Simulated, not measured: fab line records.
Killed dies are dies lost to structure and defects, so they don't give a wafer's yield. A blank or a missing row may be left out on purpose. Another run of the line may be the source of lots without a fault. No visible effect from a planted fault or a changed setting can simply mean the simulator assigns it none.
What tool caused it? | flow n5Finfet | 22 lots, 66 wafers sampled, at 6 steps of a route of 1938

## WHAT EACH GAUGE READ, for each wafer
N5_FIN_SAQP_CD_MEAS_31: target cd 8 nm.
lot  | measured    | on       | cdNm (nm)
L074 | day 2 03:32 | cdSem-03 | 8.21 8.06 8.19
L075 | day 2 08:24 | cdSem-01 | 8.18 8.00 8.16
L077 | day 2 20:28 | cdSem-01 | 8.38 7.91 7.83
L078 | day 3 03:44 | cdSem-01 | 8.37 7.78 8.00
L079 | day 3 07:47 | cdSem-01 | 8.10 8.42 7.96
L081 | day 3 21:16 | cdSem-01 | 8.35 8.35 8.58
L082 | day 4 02:53 | cdSem-02 | 7.97 8.11 8.13
L083 | day 4 08:21 | cdSem-03 | 7.73 7.72 8.09
L084 | day 4 16:14 | cdSem-03 | 7.92 7.99 7.82
L085 | day 4 21:23 | cdSem-03 | 8.17 8.11 7.68
L086 | day 5 04:48 | cdSem-02 | 7.82 7.91 8.01
L087 | day 5 07:57 | cdSem-01 | 8.27 8.13 8.02
L088 | day 5 14:13 | cdSem-03 | 7.76 8.16 8.22
L089 | day 5 20:26 | cdSem-03 | 8.28 8.09 8.08
L090 | day 6 01:49 | cdSem-03 | 7.84 7.97 7.78
L091 | day 6 07:39 | cdSem-03 | 7.80 7.67 8.04
L092 | day 6 14:46 | cdSem-03 | 8.22 8.07 8.02
L093 | day 6 21:10 | cdSem-03 | 8.06 7.82 8.15
L094 | day 7 02:19 | cdSem-02 | 7.83 8.01 8.05
L095 | day 7 08:45 | cdSem-01 | 8.51 8.08 7.68
L096 | day 7 16:50 | cdSem-02 | 8.14 8.05 8.05
L097 | day 7 23:15 | cdSem-01 | 8.53 7.77 8.41

N5_STI_FIN_REVEAL_THK_MEAS_05.
lot  | measured    | on           | thkNm (nm)
L074 | day 2 10:58 | filmMetro-01 | 131.6 131.4 130.9
L075 | day 2 17:04 | filmMetro-01 | 132.0 132.7 131.9
L077 | day 3 04:05 | filmMetro-01 | 131.8 130.7 131.6
L078 | day 3 11:11 | filmMetro-01 | 132.4 131.5 132.3
L079 | day 3 15:15 | filmMetro-01 | 131.2 131.9 132.6
L081 | day 4 05:05 | filmMetro-02 | 132.7 132.3 131.7
L082 | day 4 11:03 | filmMetro-01 | 130.9 132.3 131.2
L083 | day 4 15:50 | filmMetro-02 | 131.0 130.8 130.5
L084 | day 5 01:41 | filmMetro-02 | 131.4 131.6 131.7
L085 | day 5 07:06 | filmMetro-02 | 133.7 133.5 131.4
L086 | day 5 12:11 | filmMetro-01 | 132.5 132.6 132.8
L087 | day 5 15:46 | filmMetro-02 | 133.1 132.9 133.4
L088 | day 5 21:34 | filmMetro-01 | 133.2 131.8 133.2
L089 | day 6 03:50 | filmMetro-02 | 132.6 132.0 133.4
L090 | day 6 09:32 | filmMetro-01 | 132.8 132.6 133.0
L091 | day 6 15:29 | filmMetro-02 | 132.9 132.1 131.9
L092 | day 6 22:07 | filmMetro-02 | 132.8 132.6 132.1
L093 | day 7 05:50 | filmMetro-02 | 132.8 132.3 133.2
L094 | day 7 09:53 | filmMetro-02 | 130.7 131.3 130.3
L095 | day 7 16:38 | filmMetro-01 | 131.9 134.2 133.5
L096 | day 8 01:25 | filmMetro-02 | 133.3 132.0 132.8
L097 | day 8 06:36 | filmMetro-01 | 132.3 131.3 132.2

## TOOL THAT RAN EACH LOT (tool first, then ch and the chambers of the sampled wafers, then the start)
lot  | N5_PMOS_HMC_CHANNEL_EPI_STRIP_33 | N5_FIN_SAQP_ETCH_69              | N5_FIN_SAQP_HM_OPEN_33           | N5_FIN_CUT_CUT_ETCH_27
L074 | rieDiel-04 ch 1,2, day 1 17:53   | rieDiel-05 ch 0,2, day 2 02:40   | rieDiel-01 ch 1,2, day 2 03:35   | rieDiel-02 ch 0,2,3, day 2 05:02
L075 | rieDiel-03 ch 0,1,2, day 2 00:02 | rieDiel-05 ch 1,3, day 2 07:34   | rieDiel-06 ch 0,2, day 2 08:27   | rieDiel-04 ch 0,1,2, day 2 09:53
L077 | rieDiel-03 ch 1,2,3, day 2 11:39 | rieDiel-06 ch 0,2, day 2 19:38   | rieDiel-05 ch 0,2,3, day 2 20:33 | rieDiel-03 ch 1,2,3, day 2 22:01
L078 | rieDiel-03 ch 1,2,3, day 2 17:26 | rieDiel-06 ch 0,2,3, day 3 02:54 | rieDiel-01 ch 0,3, day 3 03:47   | rieDiel-03 ch 0,1,3, day 3 05:20
L079 | rieDiel-03 ch 1,3, day 2 23:41   | rieDiel-01 ch 0,3, day 3 06:58   | rieDiel-05 ch 1,2, day 3 07:50   | rieDiel-02 ch 0,1,3, day 3 09:24
L081 | rieDiel-02 ch 0,1,3, day 3 11:38 | rieDiel-06 ch 0,1,3, day 3 20:26 | rieDiel-01 ch 1,2,3, day 3 21:40 | rieDiel-03 ch 0,2,3, day 3 23:14
L082 | rieDiel-03 ch 0,2,3, day 3 17:32 | rieDiel-01 ch 0,2,3, day 4 02:04 | rieDiel-01 ch 0,1, day 4 02:56   | rieDiel-04 ch 1,2, day 4 04:26
L083 | rieDiel-04 ch 0,1,2, day 3 23:50 | rieDiel-05 ch 0,1,2, day 4 07:31 | rieDiel-01 ch 0,2,3, day 4 08:32 | rieDiel-03 ch 1,2,3, day 4 09:59
L084 | rieDiel-02 ch 1,2, day 4 06:02   | rieDiel-01 ch 1,2,3, day 4 14:08 | rieDiel-05 ch 0,1,2, day 4 16:16 | rieDiel-03 ch 1,2, day 4 17:54
L085 | rieDiel-04 ch 0,3, day 4 11:43   | rieDiel-01 ch 0,2,3, day 4 20:04 | rieDiel-05 ch 0,1,2, day 4 21:31 | rieDiel-03 ch 0,1,2, day 4 22:58
L086 | rieDiel-02 ch 1,3, day 4 17:43   | rieDiel-01 ch 0,1, day 5 03:57   | rieDiel-06 ch 1,2, day 5 04:51   | rieDiel-04 ch 0,1,2, day 5 06:19
L087 | rieDiel-02 ch 0,2,3, day 4 23:41 | rieDiel-05 ch 0,1,2, day 5 07:07 | rieDiel-01 ch 0,1,2, day 5 08:00 | rieDiel-03 ch 0,2, day 5 09:53
L088 | rieDiel-03 ch 0,1,3, day 5 05:47 | rieDiel-06 ch 0,3, day 5 13:17   | rieDiel-06 ch 0,3, day 5 14:16   | rieDiel-02 ch 0,2,3, day 5 15:42
L089 | rieDiel-03 ch 0,1,2, day 5 11:44 | rieDiel-05 ch 0,2, day 5 19:25   | rieDiel-01 ch 0,2,3, day 5 20:31 | rieDiel-02 ch 1,2, day 5 21:59
L090 | rieDiel-02 ch 1,2,3, day 5 17:31 | rieDiel-06 ch 1,2,3, day 6 00:58 | rieDiel-01 ch 1,2,3, day 6 01:57 | rieDiel-02 ch 0,2,3, day 6 03:33
L091 | rieDiel-02 ch 1,2, day 5 23:26   | rieDiel-06 ch 1,2, day 6 06:38   | rieDiel-01 ch 1,2, day 6 07:42   | rieDiel-04 ch 1,2, day 6 09:13
L092 | rieDiel-03 ch 0,1,3, day 6 06:07 | rieDiel-06 ch 0,2,3, day 6 13:50 | rieDiel-01 ch 0,2,3, day 6 14:49 | rieDiel-03 ch 0,2,3, day 6 16:15
L093 | rieDiel-02 ch 2,3, day 6 12:59   | rieDiel-05 ch 0,1,3, day 6 20:10 | rieDiel-05 ch 0,2,3, day 6 21:22 | rieDiel-02 ch 0,3, day 6 22:56
L094 | rieDiel-04 ch 0,1,3, day 6 17:47 | rieDiel-05 ch 0,2,3, day 7 01:27 | rieDiel-01 ch 0,1, day 7 02:23   | rieDiel-03 ch 1,2, day 7 03:57
L095 | rieDiel-04 ch 0,2,3, day 6 23:35 | rieDiel-06 ch 2,3, day 7 07:42   | rieDiel-01 ch 0,1,2, day 7 08:48 | rieDiel-04 ch 0,1,2, day 7 10:14
L096 | rieDiel-04 ch 0,1, day 7 05:41   | rieDiel-01 ch 0,1,2, day 7 14:46 | rieDiel-05 ch 2,3, day 7 16:58   | rieDiel-04 ch 1,2, day 7 18:32
L097 | rieDiel-03 ch 1,3, day 7 11:44   | rieDiel-06 ch 0,1,3, day 7 21:05 | rieDiel-01 ch 1,2,3, day 7 23:18 | rieDiel-04 ch 0,1,3, day 8 00:45
- N5_PMOS_HMC_CHANNEL_EPI_STRIP_33: strips in N2/H2.
- N5_FIN_SAQP_ETCH_69: etches SOC in N2/H2, stops on SiNx, target depth 150 nm.
- N5_FIN_SAQP_HM_OPEN_33: chemistry CH3F/O2, target SiNx, target depth 49.4 nm, time 70.6 s.
- N5_FIN_CUT_CUT_ETCH_27: etches SiO2 in CHF3/O2, target depth 4 nm, overetch 2 nm, time 4.9 s.

## AS READ BY THE TOOLS THEMSELVES (means over the sampled wafers that have a number; for cases with no such wafer, the mark the record gives instead)
N5_PMOS_HMC_CHANNEL_EPI_STRIP_33.
lot  | tool       | biasPowerW (W) | drypumpMotorCurrentA (A) | oesProductAu (a.u.) | rfVppV (V) | showerheadPlenumPTorr (Torr) | tempC (C) | throttleValvePct (%)
L074 | rieDiel-04 | 8.008          | 6.0                      | 0.76                | 54.9       | 3.46                         | 40.16     | 18.90
L075 | rieDiel-03 | 7.996          | 5.7                      | 0.76                | 55.5       | 3.31                         | 40.03     | 18.87
L077 | rieDiel-03 | 7.995          | 5.7                      | 0.76                | 54.3       | 3.32                         | 40.03     | 18.98
L078 | rieDiel-03 | 7.981          | 5.7                      | 0.76                | 53.1       | 3.32                         | 40.01     | 19.00
L079 | rieDiel-03 | 8.025          | 5.7                      | 0.79                | 56.0       | 3.33                         | 40.02     | 18.85
L081 | rieDiel-02 | 7.985          | 5.9                      | 0.76                | 54.5       | 3.32                         | 39.97     | 18.85
L082 | rieDiel-03 | 8.000          | 6.2                      | 0.79                | 55.1       | 3.24                         | 39.90     | 18.91
L083 | rieDiel-04 | 8.019          | 5.8                      | 0.73                | 53.7       | 3.39                         | 39.97     | 19.00
L084 | rieDiel-02 | 8.006          | 5.5                      | 0.75                | 53.5       | 3.18                         | 40.01     | 18.41
L085 | rieDiel-04 | 7.963          | 5.7                      | 0.73                | 54.7       | 3.34                         | 39.99     | 19.12
L086 | rieDiel-02 | 8.008          | 6.1                      | 0.73                | 55.5       | 3.35                         | 39.98     | 18.82
L087 | rieDiel-02 | 7.978          | 5.7                      | 0.72                | 53.6       | 3.38                         | 40.01     | 18.97
L088 | rieDiel-03 | 8.029          | 5.7                      | 0.76                | 54.1       | 3.31                         | 39.97     | 18.76
L089 | rieDiel-03 | 8.019          | 5.7                      | 0.73                | 53.6       | 3.30                         | 39.95     | 18.92
L090 | rieDiel-02 | 8.018          | 5.7                      | 0.71                | 54.0       | 3.29                         | 39.92     | 18.68
L091 | rieDiel-02 | 7.980          | 5.4                      | 0.71                | 54.2       | 3.24                         | 39.96     | 18.51
L092 | rieDiel-03 | 7.991          | 5.7                      | 0.75                | 53.8       | 3.30                         | 39.95     | 18.79
L093 | rieDiel-02 | 8.027          | 5.9                      | 0.68                | 53.8       | 3.40                         | 39.98     | 18.91
L094 | rieDiel-04 | 8.000          | 5.8                      | 0.74                | 53.3       | 3.39                         | 39.92     | 19.02
L095 | rieDiel-04 | 7.996          | 5.7                      | 0.70                | 54.1       | 3.32                         | 39.93     | 19.13
L096 | rieDiel-04 | 7.981          | 5.9                      | 0.75                | 55.4       | 3.45                         | 40.10     | 18.91
L097 | rieDiel-03 | 8.005          | 5.2                      | 0.72                | 53.9       | 3.37                         | 39.96     | 18.90

N5_FIN_SAQP_ETCH_69.
lot  | tool       | drypumpMotorCurrentA (A) | oesProductAu (a.u.) | rfVppV (V) | showerheadPlenumPTorr (Torr) | throttleValvePct (%)
L074 | rieDiel-05 | 5.6                      | 0.78                | 240.4      | 2.50                         | 17.86
L075 | rieDiel-05 | 5.7                      | 0.70                | 240.2      | 2.54                         | 17.90
L077 | rieDiel-06 | 5.5                      | 0.80                | 240.7      | 2.59                         | 17.86
L078 | rieDiel-06 | 5.4                      | 0.78                | 241.3      | 2.62                         | 17.94
L079 | rieDiel-01 | 5.6                      | 0.80                | 239.2      | 2.50                         | 17.69
L081 | rieDiel-06 | 5.5                      | 0.85                | 242.8      | 2.68                         | 17.92
L082 | rieDiel-01 | 5.6                      | 0.79                | 240.0      | 2.49                         | 17.77
L083 | rieDiel-05 | 5.8                      | 0.85                | 240.4      | 2.52                         | 17.76
L084 | rieDiel-01 | 5.4                      | 0.78                | 239.8      | 2.48                         | 17.68
L085 | rieDiel-01 | 5.6                      | 0.78                | 240.2      | 2.49                         | 17.79
L086 | rieDiel-01 | 6.0                      | 0.71                | 240.7      | 2.53                         | 18.10
L087 | rieDiel-05 | 5.8                      | 0.82                | 240.5      | 2.52                         | 17.78
L088 | rieDiel-06 | 5.1                      | 0.81                | 243.0      | 2.67                         | 17.91
L089 | rieDiel-05 | 5.6                      | 0.89                | 240.2      | 2.48                         | 17.78
L090 | rieDiel-06 | 5.9                      | 0.77                | 242.1      | 2.62                         | 18.00
L091 | rieDiel-06 | 5.9                      | 0.78                | 240.6      | 2.58                         | 17.94
L092 | rieDiel-06 | 5.4                      | 0.76                | 242.3      | 2.61                         | 17.97
L093 | rieDiel-05 | 5.5                      | 0.91                | 241.7      | 2.59                         | 17.49
L094 | rieDiel-05 | 5.4                      | 0.88                | 241.5      | 2.55                         | 17.65
L095 | rieDiel-06 | 5.7                      | 0.70                | 241.3      | 2.58                         | 18.11
L096 | rieDiel-01 | 5.7                      | 0.72                | 240.3      | 2.49                         | 17.96
L097 | rieDiel-06 | 5.6                      | 0.80                | 241.7      | 2.66                         | 17.96

N5_FIN_SAQP_HM_OPEN_33.
lot  | tool       | drypumpMotorCurrentA (A) | etchRfOnTimeS (s) | oesProductAu (a.u.) | rfVppV (V) | showerheadPlenumPTorr (Torr) | throttleValvePct (%)
L074 | rieDiel-01 | 5.5                      | 69.7              | 0.66                | 296.2      | 1.98                         | 16.30
L075 | rieDiel-06 | 5.5                      | 70.2              | 0.69                | 295.5      | 2.04                         | 16.43
L077 | rieDiel-05 | 5.3                      | 69.5              | 0.67                | 296.1      | 1.94                         | 16.48
L078 | rieDiel-01 | 5.9                      | 70.0              | 0.66                | 295.3      | 1.98                         | 16.44
L079 | rieDiel-05 | 5.8                      | 67.2              | 0.74                | 294.9      | 1.99                         | 16.41
L081 | rieDiel-01 | 5.4                      | 69.1              | 0.68                | 296.2      | 1.96                         | 16.13
L082 | rieDiel-01 | 5.8                      | 70.0              | 0.61                | 295.1      | 1.99                         | 16.53
L083 | rieDiel-01 | 5.6                      | 68.9              | 0.68                | 296.0      | 1.96                         | 16.24
L084 | rieDiel-05 | 5.8                      | 67.7              | 0.72                | 295.9      | 1.99                         | 16.30
L085 | rieDiel-05 | 5.7                      | 68.5              | 0.71                | 296.6      | 1.99                         | 16.29
L086 | rieDiel-06 | 6.1                      | 69.5              | 0.73                | 294.0      | 2.09                         | 16.40
L087 | rieDiel-01 | 5.7                      | 69.6              | 0.63                | 294.9      | 1.97                         | 16.42
L088 | rieDiel-06 | 5.1                      | 69.1              | 0.70                | 298.4      | 2.10                         | 16.53
L089 | rieDiel-01 | 5.6                      | 69.3              | 0.67                | 295.5      | 1.95                         | 16.26
L090 | rieDiel-01 | 5.5                      | 70.1              | 0.66                | 296.2      | 1.95                         | 16.18
L091 | rieDiel-01 | 5.3                      | 70.2              | 0.66                | 294.8      | 1.95                         | 16.22
L092 | rieDiel-01 | 5.6                      | 68.5              | 0.66                | 295.2      | 1.95                         | 16.26
L093 | rieDiel-05 | 5.4                      | 67.8              | 0.76                | 297.7      | 2.01                         | 16.22
L094 | rieDiel-01 | 6.0                      | 69.8              | 0.60                | 293.8      | 1.99                         | 16.69
L095 | rieDiel-01 | 5.7                      | 70.3              | 0.62                | 295.1      | 1.97                         | 16.47
L096 | rieDiel-05 | 5.2                      | 67.9              | 0.76                | 299.3      | 2.07                         | 16.28
L097 | rieDiel-01 | 5.4                      | 69.5              | 0.65                | 296.5      | 1.95                         | 16.21

N5_FIN_CUT_CUT_ETCH_27.
lot  | tool       | drypumpMotorCurrentA (A) | oesProductAu (a.u.) | rfVppV (V) | showerheadPlenumPTorr (Torr) | throttleValvePct (%)
L074 | rieDiel-02 | 5.7                      | 0.58                | 524        | 2.43                         | 18.75
L075 | rieDiel-04 | 5.8                      | 0.59                | 526        | 2.44                         | 18.92
L077 | rieDiel-03 | 5.7                      | 0.61                | 520        | 2.39                         | 18.80
L078 | rieDiel-03 | 5.7                      | 0.60                | 521        | 2.39                         | 18.86
L079 | rieDiel-02 | 5.9                      | 0.60                | 522        | 2.39                         | 18.66
L081 | rieDiel-03 | 6.2                      | 0.62                | 519        | 2.33                         | 18.81
L082 | rieDiel-04 | 6.0                      | 0.60                | 528        | 2.48                         | 18.80
L083 | rieDiel-03 | 5.7                      | 0.60                | 521        | 2.38                         | 18.82
L084 | rieDiel-03 | 5.7                      | 0.58                | 523        | 2.37                         | 18.83
L085 | rieDiel-03 | 5.7                      | 0.58                | 524        | 2.37                         | 18.88
L086 | rieDiel-04 | 5.8                      | 0.57                | 526        | 2.43                         | 18.95
L087 | rieDiel-03 | 6.1                      | 0.60                | 523        | 2.31                         | 18.89
L088 | rieDiel-02 | 5.7                      | 0.56                | 523        | 2.42                         | 18.78
L089 | rieDiel-02 | 5.3                      | 0.57                | 519        | 2.33                         | 18.58
L090 | rieDiel-02 | 5.7                      | 0.57                | 523        | 2.42                         | 18.80
L091 | rieDiel-04 | 5.8                      | 0.56                | 523        | 2.42                         | 18.94
L092 | rieDiel-03 | 6.2                      | 0.61                | 519        | 2.32                         | 18.85
L093 | rieDiel-02 | 5.9                      | 0.58                | 523        | 2.44                         | 18.92
L094 | rieDiel-03 | 5.7                      | 0.57                | 522        | 2.37                         | 18.85
L095 | rieDiel-04 | 5.8                      | 0.57                | 525        | 2.43                         | 18.97
L096 | rieDiel-04 | 6.0                      | 0.58                | 528        | 2.47                         | 18.84
L097 | rieDiel-04 | 5.8                      | 0.58                | 526        | 2.43                         | 18.95

## THE ANSWER, worked out from the rows above alone
Rule: usual is defined by the lots themselves. The widest of any qualifying gaps counts: lots, ordered by their means at a reading, are off when they make up no more than a third of the lots, leave a main group of 4 or more, and stand apart from it by 3 or more times the standard deviation of that group's means. A main group is skipped when, at the precision printed for the reading in the tables above, its means are all equal. Also off: a lot with no number at a reading for which 4 or more lots have one. All remaining lots with rows at the step are treated as sound. After the gauges, taken in route order, come the tools' own readings; for these a lot's mean is taken, as printed above. The first step at which some lot is off is used, and at that step the reading that is off furthest; a lot without a number counts as furthest.
No lot is off at any reading shown: from this, nothing can be told.

## WHAT THE SIMULATOR PUT IN
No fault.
